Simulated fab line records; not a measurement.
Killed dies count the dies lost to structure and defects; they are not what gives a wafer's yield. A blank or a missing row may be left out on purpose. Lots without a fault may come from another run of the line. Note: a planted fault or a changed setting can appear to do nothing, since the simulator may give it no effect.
Chamber matching ; flow nand_harc ; cmp-04 running NHARC_P_BONDPAD_CMP_19: 4 sister chambers
The step polishes, t overpolish 30 s, cu recess touch 16 s, target thk 160.81 nm. 14 wafers are shown with their chamber, then 7 later ones without.

WAFERS PAIRED WITH THEIR CHAMBERS
wafer;chamber;motor_current_A (A);overpolish_run_s (s)
L080.1;1;12.1;30.010
L080.4;3;13.1;30.009
L080.5;2;12.8;29.981
L084.1;2;12.8;29.999
L084.2;0;11.0;29.985
L084.6;3;12.9;30.017
L086.2;1;13.1;29.988
L086.3;0;11.0;29.988
L086.6;0;10.8;30.007
L086.1;2;12.6;29.996
L086.4;3;12.2;29.995
L086.5;1;12.4;29.999
L087.1;3;12.8;30.001
L087.2;1;13.3;30.005

SIGNATURES (means of the wafers above)
reading;chamber 0;chamber 1;chamber 2;chamber 3;scatter within a chamber
motor_current_A;10.933;12.725;12.733;12.750;0.384
overpolish_run_s;29.99333;30.00050;29.99200;30.00550;0.0101
Rule: a wafer lies at a distance from a chamber equal to the root of the sum of squares, over the readings, of (its reading less the chamber's mean, divided by the reading's scatter). If the next closest chamber is less than 2 further off than the closest, the wafer can't be placed; otherwise it belongs to the closest. The scatter: the root of (the sum of the squares of (reading less its chamber's mean) over the shown wafers, divided by (wafers less chambers)).

WAFERS WITHOUT THEIR CHAMBER
wafer;motor_current_A (A);overpolish_run_s (s)
L087.3;10.5;30.004
L094.1;11.2;29.976
L094.3;13.5;29.998
L094.4;12.8;30.011
L096.4;10.6;29.995
L096.5;12.7;30.000
L096.6;11.4;30.006

THE CHAMBER EACH PASSED THROUGH
wafer;from the rows above;in truth
L087.3;0;0
L094.1;0;0
L094.3;can't be placed: 1 or 2 or 3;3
L094.4;can't be placed: 3 or 1 or 2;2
L096.4;0;0
L096.5;can't be placed: 1 or 3 or 2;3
L096.6;can't be placed: 0 or 1 or 3 or 2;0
Correctly placed: 3 of 7. These rows do not allow placing 4 (true chamber among the candidates in 4). Number placed wrongly: 0.
